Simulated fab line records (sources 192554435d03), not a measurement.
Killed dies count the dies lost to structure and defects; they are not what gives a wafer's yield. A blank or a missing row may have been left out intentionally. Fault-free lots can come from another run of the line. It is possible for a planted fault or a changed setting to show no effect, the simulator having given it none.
Struck lot and sound lot, side by side | flow n5Finfet | 19 out of 1938 route steps
Sound: these wafers, L952.2, L952.4, L952.6. Wafers L969.3, L969.5, L969.6 were the ones struck. The cause comes at the end.
Each step with rows lists, per side, the tool, then ch with its chambers, then its first start. Under that, the readings that differ: sound wafers | struck wafers | difference of the means | sigmas: that difference in standard deviations of wafers without a fault.
alike: readings whose means differ by less than 2 such deviations, and words and numbers that are the same on both sides. not compared: withheld readings, readings that some wafer has no value for, bounds like >300 that may hide the same value, and numbers for which the record gives no deviation and whose values overlap.
A row with sigmas, a row that says differs or no value, or rows on one side alone: a step with any of these is where the two part. When numbers do not overlap yet have no deviation, they are printed without sigmas and do not part them. A reading that every wafer of one side lacks parts them only if that side has two wafers or more.

N5_BEOL_M12_ETCH_68: etches SOC in N2/H2, time 285 s.
  sound on rieDiel-01 ch 2,3, day 10 23:39; struck on rieDiel-06 ch 0,2,3, day 15 06:33
  alike: drypumpMotorCurrentA, h2FlowSccm, oesProductAu, rfVppV, showerheadPlenumPTorr, throttleValvePct
  not compared: rfHoursCounterH
then, 1 step without rows for these wafers: N5_BEOL_M12_STRIP_69 (strips in N2/H2).
N5_BEOL_M12_TRENCH_ETCH_34: etches SiOC in C4F8/O2/Ar, target depth 318.95 nm, time 125.5 s.
  sound on rieDiel-01 ch 2,3, day 10 23:50; struck on rieDiel-06 ch 0,2,3, day 15 06:44
  alike: C4F8_flow_sccm, drypumpMotorCurrentA, oesProductAu, rfVppV, showerheadPlenumPTorr, throttleValvePct
  not compared: rfHoursCounterH
then, 1 step without rows for these wafers: N5_BEOL_M12_STRIP_70 (strips in C4F8/O2/Ar).
N5_BEOL_M12_OCD_MEAS_35:
  sound on ocd-02 at day 10 23:59; struck on ocd-01 at day 15 06:53
  alike: trenchDepthNm
N5_BEOL_M12_STRIP_37: strips in N2/H2.
  sound on plasmaAsher-01 ch 0,1, day 11 00:02; struck on plasmaAsher-01 ch 0,1, day 15 06:59
  alike: drypumpMotorCurrentA, h2FlowSccm, heaterPowerW, oesProductAu
  not compared: rfHoursCounterH
N5_BEOL_M12_ETCH_38: etches SiCN in CF4/N2, target depth 68.7 nm, time 73.4 s.
  sound on rieDiel-06 ch 1,3, day 11 01:02; struck on rieDiel-05 ch 1,2, day 15 07:35
  alike: drypumpMotorCurrentA, oesProductAu, rfVppV, showerheadPlenumPTorr, throttleValvePct
  not compared: rfHoursCounterH
then, 5 steps without rows for these wafers: N5_BEOL_M12_PRECLEAN_39 (cleans in residue remover, time 60 s); N5_BEOL_M12_SRD_40 (time 30 s, dry time 30 s); N5_BEOL_M12_DEGAS_41 (time 60 s); N5_BEOL_M12_PRE_CLEAN_42 (time 30 s); N5_BEOL_M12_SPUTTER_43 (material TaN, target thk 15 nm, time 24.19 s).
N5_BEOL_M12_SPUTTER_44: material Ta, target thk 10 nm, time 16.13 s.
  sound on pvdSputter-01 at day 11 01:38; struck on pvdSputter-03 at day 15 08:05
reading                                    | sound             | struck            | difference | sigmas
cathodeDcPowerW (W)                        | 15000 15005 15004 | 12367 12366 12365 | -2637      | -99 or more
model.Ta_of_BEOL_M12_SPUTTER_44.thkNm (nm) | 10 10 10          | 8 8.2 8           | -2         | 
  alike: substrateTempC, throttleValvePct
N5_BEOL_M12_SPUTTER_45: material Cu, target thk 80 nm, time 13.33 s.
  sound on pvdSputter-01 at day 11 01:43; struck on pvdSputter-03 at day 15 08:10
  alike: cathodeDcPowerW, substrateTempC, throttleValvePct
then, 2 steps without rows for these wafers: N5_BEOL_M12_ECD_47 (material Cu, target thk 720 nm); N5_BEOL_M12_ANNEAL_48 (time 90 s).
N5_BEOL_M12_CMP_49: polishes, stops on SiOC, t overpolish 20.6 s, target thk 320 nm.
  sound on cmp-02 ch 2,3, day 11 02:20; struck on cmp-01 ch 0,1,2, day 15 08:50
reading                   | sound          | struck         | difference | sigmas
barrierFieldEndpointS (s) | 30.4 30.9 31.2 | 28.0 27.3 28.3 | -3.0       | -4
  alike: motorCurrentA, platenRpm
N5_BEOL_M12_THK_MEAS_50: measures by xrf.
  sound on filmMetro-01 at day 11 02:38; struck on filmMetro-02 at day 15 09:01
  alike: M12_THK
after that, 1 step had no rows for these wafers: N5_PASSIVATION_PROBE_49.

## WHERE THEY PART
Last at N5_BEOL_M12_CMP_49 as far as this record goes, first at N5_BEOL_M12_SPUTTER_44. Later steps at which nothing parts them and some readings are alike: N5_BEOL_M12_THK_MEAS_50.

WHY: what had been put in by the simulator
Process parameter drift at N5_BEOL_M12_SPUTTER_44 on pvdSputter-03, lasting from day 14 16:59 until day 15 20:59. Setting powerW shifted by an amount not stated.
